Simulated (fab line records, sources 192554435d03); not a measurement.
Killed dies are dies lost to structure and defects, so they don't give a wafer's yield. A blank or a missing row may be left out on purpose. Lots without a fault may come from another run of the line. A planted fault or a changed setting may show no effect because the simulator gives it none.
Chamber matching | flow n5_finfet | N5_BEOL_M13_ETCH_67 on rie_diel-04: 4 sister chambers
The step etches SiARC in CF4, target depth 143 nm, time 238.3 s. 4 wafers are shown with their chamber, then 8 later ones without.

WAFERS WITH THEIR CHAMBER
wafer  | chamber | showerhead_plenum_p_Torr (Torr)
L081.2 | 0       | 2.12
L081.5 | 2       | 2.21
L082.5 | 3       | 2.27
L092.1 | 1       | 2.04

WAFERS WITHOUT THEIR CHAMBER
wafer  | showerhead_plenum_p_Torr (Torr)
L092.4 | 2.26
L092.5 | 2.04
L093.1 | 2.26
L093.4 | 2.11
L093.6 | 2.04
L097.2 | 2.26
L097.4 | 2.26
L097.6 | 2.04

WHICH CHAMBER EACH WENT THROUGH
wafer  | from the rows above | in truth
L092.4 | 3                   | 3
L092.5 | 1                   | 1
L093.1 | 3                   | 3
L093.4 | 0                   | 0
L093.6 | 1                   | 1
L097.2 | 3                   | 3
L097.4 | 3                   | 3
L097.6 | 1                   | 1
Placed correctly: 8 of 8. Can't be placed from these rows: 0. Placed wrongly: 0.
How it was worked out, from the rows above alone: a wafer's distance from a chamber is the root of the sum, over the readings, of the square of ((its reading less the chamber's mean) divided by the reading's scatter). The wafer belongs to the nearest chamber; if the next one is less than 2 further off, it can't be placed. A chamber's mean is the mean of its shown wafers. The scatter: with one shown wafer a chamber, the root of the mean of the squares of how far each hidden wafer lies from its nearest shown one.
